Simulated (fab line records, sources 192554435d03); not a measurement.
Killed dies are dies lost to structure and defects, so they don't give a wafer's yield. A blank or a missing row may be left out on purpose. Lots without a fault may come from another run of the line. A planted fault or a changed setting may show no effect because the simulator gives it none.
Which tool did it? | flow n5_finfet | 10 lots, 28 wafers sampled, at 7 steps of a route of 1938

WHAT THE GAUGES READ, wafer by wafer
N5_SD_EPI_P_INSPECT_26: inspects for defects (darkfield).
lot  | measured    | on                | raw_defect_count
L518 | day 3 15:56 | defect_inspect-01 | 201 185 238
L520 | day 4 03:00 | defect_inspect-02 | 176 212 206
L522 | day 4 16:26 | defect_inspect-02 | 148 131 221
L523 | day 4 19:15 | defect_inspect-02 | 152 144 157
L529 | day 6 14:26 | defect_inspect-01 | 588 496 482
L531 | day 6 23:18 | defect_inspect-02 | 527 556 545
L533 | day 7 11:49 | defect_inspect-02 | 177 170 186
L536 | day 8 06:56 | defect_inspect-02 | 208 281 237
L538 | day 8 16:37 | defect_inspect-01 | 204 196
L539 | day 8 23:19 | defect_inspect-02 | 129 147

N5_SD_ACTIVATION_INSPECT_02: inspects for defects (darkfield).
lot  | measured    | on                | raw_defect_count
L518 | day 3 16:55 | defect_inspect-01 | 198 184 237
L520 | day 4 03:58 | defect_inspect-02 | 159 195 208
L522 | day 4 17:11 | defect_inspect-01 | 148 140 235
L523 | day 4 20:11 | defect_inspect-02 | 137 145 138
L529 | day 6 15:11 | defect_inspect-02 | 570 462 466
L531 | day 7 00:03 | defect_inspect-02 | 532 557 555
L533 | day 7 12:38 | defect_inspect-02 | 172 180 193
L536 | day 8 07:42 | defect_inspect-01 | 202 260 265
L538 | day 8 17:22 | defect_inspect-02 | 198 191
L539 | day 9 00:04 | defect_inspect-01 | 124 150

N5_BEOL_M4_RC_MEAS_101.
lot  | measured     | on        | DIBL_N (mV/V)  | DIBL_P (mV/V)  | IOFF_N (nA/um) | IOFF_P (nA/um) | ION_N (uA/um) | ION_P (uA/um) | SS_N (mV/dec)  | SS_P (mV/dec)  | VT_N (mV)   | VT_P (mV)
L518 | day 7 23:32  | prober-01 | 36.4 34.3 34.3 | 33.6 31.7 31.1 | 0.14 0.12 0.12 | 0.17 0.16 0.14 | 661 666 654   | 450 458 450   | 71.7 71.3 71.8 | 72.8 72.0 72.2 | 251 249 251 | -255 -254 -253
L520 | day 8 07:55  | prober-02 | 35.7 41.1 35.3 | 35.8 42.1 35.4 | 0.14 0.26 0.14 | 0.18 0.29 0.18 | 669 694 658   | 452 470 455   | 71.3 73.5 71.3 | 74.0 75.4 73.2 | 251 245 252 | -253 -249 -255
L522 | day 8 21:22  | prober-01 | 38.5 35.3 37.7 | 39.0 35.3 37.4 | 0.20 0.14 0.18 | 0.28 0.23 0.25 | 687 662 690   | 476 462 473   | 72.4 70.6 71.3 | 73.7 73.4 72.9 | 247 249 246 | -245 -245 -245
L523 | day 9 08:58  | prober-02 | 35.2 34.7 38.8 | 36.0 34.5 40.0 | 0.16 0.15 0.24 | 0.22 0.19 0.31 | 676 674 690   | 464 457 474   | 71.9 71.3 73.3 | 74.0 73.0 75.5 | 249 250 243 | -249 -249 -246
L529 | day 11 08:35 | prober-02 | 37.4 36.6 35.1 | 38.3 35.0 35.2 | 0.19 0.16 0.15 | 0.28 0.21 0.21 | 672 664 671   | 466 459 469   | 72.0 71.3 71.8 | 74.1 73.4 73.5 | 249 251 251 | -246 -250 -249
L531 | day 11 16:50 | prober-01 | 38.2 35.4 34.8 | 38.9 36.4 36.2 | 0.18 0.13 0.15 | 0.21 0.17 0.19 | 669 667 698   | 458 461 475   | 71.9 71.2 70.6 | 74.2 73.1 73.2 | 249 253 248 | -252 -256 -252
L533 | day 12 08:26 | prober-02 | 36.4 36.7 33.9 | 37.1 37.5 33.5 | 0.15 0.15 0.12 | 0.20 0.21 0.16 | 681 680 657   | 471 474 453   | 71.8 71.8 70.7 | 73.2 73.5 72.0 | 253 252 254 | -250 -250 -253
L536 | day 13 01:37 | prober-02 | 32.2 35.6 36.5 | 32.2 35.7 37.0 | 0.12 0.16 0.18 | 0.19 0.24 0.29 | 669 678 686   | 476 466 475   | 70.6 71.2 71.6 | 71.6 72.7 73.8 | 251 248 244 | -247 -244 -240
L538 | day 13 01:31 | prober-01 | 37.0 37.9      | 38.9 40.3      | 0.16 0.17      | 0.22 0.23      | 673 672       | 455 460       | 71.2 72.0      | 73.2 73.9      | 251 251     | -252 -250
L539 | day 14 05:14 | prober-02 | 42.3 34.6      | 42.9 33.3      | 0.26 0.12      | 0.34 0.16      | 684 661       | 467 457       | 72.5 70.7      | 76.7 73.3      | 247 254     | -246 -255

WHICH TOOL RAN EACH LOT (tool, then ch and the chambers of the sampled wafers, then the start)
lot  | N5_SD_EPI_N_LINER_46             | N5_SD_EPI_P_STRIP_40                | N5_SD_EPI_P_VAPOR_ETCH_44      | N5_ILD0_ALD_15
L518 | ald_sin-03 ch 1,2,3, day 3 10:20 | plasma_asher-01 ch 0,1, day 3 12:13 | epi_rpcvd-04 ch 0, day 3 12:40 | ald_sin-02 ch 0,2,3, day 3 20:41
L520 | ald_sin-03 ch 2,3, day 3 22:32   | plasma_asher-02 ch 0,1, day 4 00:08 | epi_rpcvd-02 ch 0, day 4 00:30 | ald_sin-04 ch 1,2, day 4 07:43
L522 | ald_sin-03 ch 0,2,3, day 4 11:16 | plasma_asher-01 ch 0,1, day 4 12:43 | epi_rpcvd-04 ch 0, day 4 13:09 | ald_sin-04 ch 0,1,3, day 4 22:17
L523 | ald_sin-03 ch 1,2,3, day 4 14:47 | plasma_asher-02 ch 0,1, day 4 16:22 | epi_rpcvd-02 ch 0, day 4 16:44 | ald_sin-02 ch 0,1,2, day 5 00:25
L529 | ald_sin-04 ch 0,3, day 6 08:55   | plasma_asher-01 ch 0,1, day 6 10:42 | epi_rpcvd-04 ch 0, day 6 11:11 | ald_sin-02 ch 0,1,3, day 6 19:03
L531 | ald_sin-01 ch 0,1,3, day 6 17:58 | plasma_asher-02 ch 0,1, day 6 19:32 | epi_rpcvd-04 ch 0, day 6 19:58 | ald_sin-01 ch 0,2, day 7 04:01
L533 | ald_sin-01 ch 0,2,3, day 7 06:20 | plasma_asher-02 ch 0,1, day 7 08:04 | epi_rpcvd-01 ch 0, day 7 08:34 | ald_sin-02 ch 0,2,3, day 7 16:23
L536 | ald_sin-04 ch 1,2, day 8 01:16   | plasma_asher-02 ch 0,1, day 8 04:03 | epi_rpcvd-02 ch 0, day 8 04:23 | ald_sin-01 ch 1,2,3, day 8 11:26
L538 | ald_sin-04 ch 2,3, day 8 12:03   | plasma_asher-01 ch 1, day 8 13:45   | epi_rpcvd-01 ch 0, day 8 14:10 | ald_sin-01 ch 2,3, day 8 22:08
L539 | ald_sin-01 ch 1,2, day 8 18:52   | plasma_asher-01 ch 1, day 8 20:26   | epi_rpcvd-02 ch 0, day 8 20:46 | ald_sin-02 ch 1,3, day 9 03:49
- N5_SD_EPI_N_LINER_46: material SiNx, target thk 3 nm.
- N5_SD_EPI_P_STRIP_40: strips in N2/H2.
- N5_SD_EPI_P_VAPOR_ETCH_44: etches SiGe30 in NF3/Ar, time 3.3 s.
- N5_ILD0_ALD_15: deposits SiNx, target thk 24 nm, pulse time 1 s, ald cycles 480.

WHAT THE TOOLS THEMSELVES READ (means of the sampled wafers that have a number; where no wafer has one, the mark that the record gives instead)
N5_SD_EPI_N_LINER_46.
lot  | tool       | heater_power_w (W)
L518 | ald_sin-03 | 816
L520 | ald_sin-03 | 842
L522 | ald_sin-03 | 792
L523 | ald_sin-03 | 812
L529 | ald_sin-04 | 846
L531 | ald_sin-01 | 861
L533 | ald_sin-01 | 929
L536 | ald_sin-04 | 952
L538 | ald_sin-04 | 838
L539 | ald_sin-01 | 828

N5_SD_EPI_P_STRIP_40.
lot  | tool            | drypump_motor_current_A (A) | heater_power_w (W) | oes_product_au (a.u.)
L518 | plasma_asher-01 | 6.3                         | 341                | 0.757
L520 | plasma_asher-02 | 6.0                         | 324                | 0.765
L522 | plasma_asher-01 | 6.2                         | 332                | 0.757
L523 | plasma_asher-02 | 6.0                         | 318                | 0.769
L529 | plasma_asher-01 | 6.2                         | 332                | 0.765
L531 | plasma_asher-02 | 5.6                         | 327                | 0.757
L533 | plasma_asher-02 | 5.6                         | 324                | 0.770
L536 | plasma_asher-02 | 5.6                         | 329                | 0.761
L538 | plasma_asher-01 | 6.1                         | 322                | 0.754
L539 | plasma_asher-01 | 6.1                         | 330                | 0.752

N5_ILD0_ALD_15.
lot  | tool       | heater_power_w (W) | precursor_pulse_height_rel
L518 | ald_sin-02 | 839                | 1.008
L520 | ald_sin-04 | 938                | 1.017
L522 | ald_sin-04 | 902                | 1.004
L523 | ald_sin-02 | 895                | 0.985
L529 | ald_sin-02 | 931                | 1.013
L531 | ald_sin-01 | 932                | 1.001
L533 | ald_sin-02 | 833                | 1.003
L536 | ald_sin-01 | 867                | 1.003
L538 | ald_sin-01 | 952                | 0.996
L539 | ald_sin-02 | 828                | 1.027

THE ANSWER, worked out from the rows above alone
Rule: what is usual is taken from the lots themselves. Put in order of their means at a reading, lots are off if they are a third of the lots or fewer, leave a main group of 4 or more, and stand apart from it by a gap of 3 or more times the standard deviation of the main group's means; of several such gaps the widest counts. A main group whose means are all the same, to the digits that the tables above print for the reading, isn't used. A lot without any number at a reading at which 4 lots or more have one is off too. The other lots that the step has rows for count as sound. The gauges are gone through in route order, then the tools' own readings, and for those a lot's mean is taken as printed above. The first step at which some lot is off is used, and at that step the reading that is off furthest; a lot without a number counts as furthest.
Off: L529, L531, at N5_SD_EPI_P_INSPECT_26 (raw_defect_count). The main group: mean 185, standard deviation 31.
A tool fits if, at a process step before that reading, it ran every lot that is off, and no sound lot after the first of them. The gauges at N5_SD_EPI_P_INSPECT_26 are tried like those tools. One fits: epi_rpcvd-04 at N5_SD_EPI_P_VAPOR_ETCH_44. Its last sound lot is L522 (day 4 13:09), its first lot that is off L529 (day 6 11:11): a fault that began between those two fits.

WHAT THE SIMULATOR HAD PUT IN
Chamber particle source: epi_rpcvd-04, from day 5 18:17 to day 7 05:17, at N5_SD_EPI_P_VAPOR_ETCH_44. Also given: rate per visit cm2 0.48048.
Lots struck among those shown: L529, L531. The rule above found the same.
